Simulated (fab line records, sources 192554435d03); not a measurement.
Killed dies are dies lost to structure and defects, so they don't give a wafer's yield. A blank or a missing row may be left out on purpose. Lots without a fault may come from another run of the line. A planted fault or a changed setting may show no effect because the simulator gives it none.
fab line records | flow n5_finfet
record lots=7 wafers=39
route steps=1938 shown WELL_APT@26 STI_FIN_REVEAL@190 ILD0@342 HKMG_FIN@429 BEOL_M0_SAQP@636 BEOL_M1@800 BEOL_M3@994 BEOL_M4@1111
start_h: hours from the record's first day to the start of the lot's first wafer shown | wait_h: hours since the lot's step before | " the same as in the row above | L1.1+2: a row that stands for several wafers | - no value, or no start given | * or withheld: withheld | < > ~ a bound
route shown NAME@n: a module of which the file shows steps, and the number in the route of the first | usual: mean/standard deviation of fault-free wafers | same: alike in all rows | chamber/n: place in a boat | sites: the reading at each site | _std_site: their standard deviation | _edge_site: outer sites' mean less inner sites' | radius_mm: how far each site lies from the wafer's centre | mask NAME#n: copy n | behind: the tool/chamber that last shaped the wafer | hold: why the lot was held/for how many hours/how that ended | device: the transistor (n, p or np) that didn't switch | end of line: the same wafers' tests at the end of the route | a step without rows: its recipe alone | killed: dies lost to structure and defects at the first sort, not the wafer's yield | map: a wafer's dies, x killed, . not, _ none there
set.NAME: the setting as run; set.NAME@STEP: as run at that earlier step | model.NAME: the simulator's own value behind a step, which no gauge read
lots whose settings were changed on purpose; a table a step, a row a wafer
## steps
# step N5_WELL_APT_DEVELOP_07
# recipe develop_time_s=45 rinse_liquid=surfactant_rinse dry=air_spin dev_temp_c=21
# step N5_STI_FIN_REVEAL_ETCHBACK_08
# recipe chemistry=C4F6/O2 target=SiO2 target_depth_a=305 time_s=10.167 ion_energy_ev=250 pressure_mtorr=30 source_w=345 bias_w=185 Ar_flow_sccm=300 C4F6_flow_sccm=10 O2_flow_sccm=10
# step N5_ILD0_PRECLEAN_10
# recipe chemistry=NF3:NH3 afs_cycles=5 time_s=20 temp_c=30 sublimation_temp_c=180 sublimation_time_s=60 pressure_torr=3 rf_power_w=30
# step N5_HKMG_FIN_DEVELOP_11
# recipe develop_time_s=30 developer=TMAH resist=CAR-ArF dev_temp_c=23 rinse_liquid=diw dry=air_spin
# step N5_BEOL_M0_SAQP_PECVD_96
# recipe material=a-Si target_thk_a=450 temp_c=350 precursor=SiH4/He pressure_torr=3 rf_w=100 time_s=45.2
# step N5_BEOL_M1_TRENCH_ETCH_37
# recipe chemistry=C4F6/O2 target_depth_a=552.07 target=SiOC time_s=29 ion_energy_ev=250 pressure_mtorr=30 source_w=355 bias_w=185 Ar_flow_sccm=300 C4F6_flow_sccm=10 O2_flow_sccm=10
# step N5_BEOL_M1_ALD_84
# recipe material=TaN target_thk_a=* temp_c=275 ald_precursor_family=PDMAT ald_co_reactant=NH3 pressure_torr=3 carrier_flow_sccm=1500 pulse_time_s=2 purge_time_s=3 co_reactant_purge_time_s=2 co_reactant_pulse_time_s=3 ald_cycles=30 precursor_vessel_temp_c=75 precursor_vessel_pressure_torr=26.25 precursor_vessel_carrier_sccm=1000
# step N5_BEOL_M3_SPUTTER_48
# recipe material=Cu target_thk_a=45 temp_c=-20 chamber_pressure_pa=0.07 power_w=withheld time_s=8.29
# step N5_BEOL_M4_RC_MEAS_101
# usual ION_N=674/12 REXT_P=100.3/2.1
# columns lot.wafer tool chamber start_h wait_h set.develop_time_s@WELL_APT_DEVELOP_07 set.target_depth_a@STI_FIN_REVEAL_ETCHBACK_08 set.time_s@ILD0_PRECLEAN_10 set.develop_time_s@HKMG_FIN_DEVELOP_11 set.time_s@BEOL_M0_SAQP_PECVD_96 set.time_s@BEOL_M1_TRENCH_ETCH_37 set.ald_cycles@BEOL_M1_ALD_84 set.target_thk_a@BEOL_M3_SPUTTER_48 ION_N[uA/um] REXT_P[ohm.um]
L074.1 prober-01 0 179.68 0.0 45 305 8.89 25.05 45.2 29 30 45 695 95.1
L074.2 " 0 " " 45 305 20 30 35.62 36.45 30 45 685 97.0
L074.3 " 0 " " 64.78 426.4 8.89 30 45.2 29 30 45 745 92.9
L074.4 " 0 " " 64.78 305 8.89 25.05 35.62 36.45 30 45 678 97.9
L074.5 " 0 " " 45 426.4 20 30 45.2 36.45 30 45 764 92.9
L074.6 " 0 " " 64.78 426.4 20 25.05 35.62 29 30 45 734 92.7
L077.1 prober-01 0 195.01 0.0 45 305 20 30 45.2 29 30 45 674 96.2
L077.5 " 0 " " 45 305 20 30 45.2 29 30 45 691 95.2
L077.6 " 0 " " 45 305 20 30 45.2 29 30 45 664 96.2
L081.1 prober-01 0 220.95 0.0 45 246 20 44.4 21.28 36.67 30 57.95 614 108.6
L081.2 " 0 " " 45 246 20 30 45.2 36.67 43 45 625 107.4
L081.3 " 0 " " 45 305 20 44.4 45.2 29 43 57.95 676 102.7
L081.4 " 0 " " 45 305 20 30 21.28 29 30 45 670 101.6
L081.5 " 0 " " 45 246 20 44.4 21.28 29 43 45 625 107.7
L081.6 " 0 " " 45 305 20 30 45.2 36.67 30 57.95 677 101.2
L083.1 prober-02 0 229.13 0.2 45 305 9.793 30 45.2 29 30 45 687 96.4
L083.2 " 0 " " 45 211.8 20 30 37.05 29 30 26.71 - 109.4
L083.3 " 0 " " 45 305 20 47.9 45.2 29 16 45 660 96.9
L083.4 " 0 " " 45 305 20 30 37.05 29 16 26.71 687 97.9
L083.5 " 0 " " 45 211.8 9.793 47.9 45.2 29 16 26.71 - 108.2
L083.6 " 0 " " 45 211.8 9.793 47.9 37.05 29 30 45 577 106.2
L086.1 prober-01 0 249.56 0.0 45 305 20 30 18.2 29 30 45 651 101.7
L086.2 " 0 " " 35.71 474.6 20 30 18.2 23.7 44 45 730 96.0
L086.3 " 0 " " 45 474.6 20 30 45.2 29 44 45 717 95.7
L086.4 " 0 " " 35.71 474.6 20 30 45.2 23.7 30 45 746 95.4
L086.5 " 0 " " 45 305 20 30 18.2 23.7 44 45 660 100.8
L086.6 " 0 " " 35.71 305 20 30 45.2 29 30 45 664 101.0
L094.1 prober-02 0 298.40 0.0 45 305 28.41 30 45.2 29 30 45 672 101.2
L094.2 " 0 " " 61.67 305 28.41 37.58 45.2 29 30 45 677 99.9
L094.3 " 0 " " 45 305 28.41 30 45.2 23.76 19 45 657 100.6
L094.4 " 0 " " 61.67 305 20 30 45.2 29 19 45 689 99.3
L094.5 " 0 " " 45 305 20 37.58 45.2 23.76 19 45 674 99.7
L094.6 " 0 " " 61.67 305 20 37.58 45.2 23.76 30 45 666 101.4
L097.1 prober-01 0 309.93 0.0 45 305 24.84 44.84 45.2 29 24 45 683 102.5
L097.2 " 0 " " 45 305 24.84 30 38.01 19.21 24 45 676 102.0
L097.3 " 0 " " 45 305 20 44.84 38.01 29 30 45 669 101.1
L097.4 " 0 " " 45 305 20 30 45.2 19.21 30 45 677 101.5
L097.5 " 0 " " 45 305 20 30 38.01 29 24 45 664 101.4
L097.6 " 0 " " 45 305 24.84 44.84 45.2 19.21 30 45 675 102.3
## key
split step=N5_WELL_APT_DEVELOP_07 setting=develop_time_s stated_as=45
response none clear
split step=N5_STI_FIN_REVEAL_ETCHBACK_08 setting=target_depth_a stated_as=305
response step=N5_BEOL_M4_RC_MEAS_101 reading=ION_N slope=+1.53 per=1% together_with=all explained=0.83
response step=N5_BEOL_M4_RC_MEAS_101 reading=REXT_P slope=-0.137 per=1% together_with=all explained=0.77
split step=N5_ILD0_PRECLEAN_10 setting=time_s stated_as=20
response none clear
split step=N5_HKMG_FIN_DEVELOP_11 setting=develop_time_s stated_as=30
response none clear
split step=N5_BEOL_M0_SAQP_PECVD_96 setting=time_s stated_as=45.2
response none clear
split step=N5_BEOL_M1_TRENCH_ETCH_37 setting=time_s stated_as=29
response none clear
split step=N5_BEOL_M1_ALD_84 setting=ald_cycles stated_as=30
response none clear
split step=N5_BEOL_M3_SPUTTER_48 setting=target_thk_a stated_as=45
response none clear
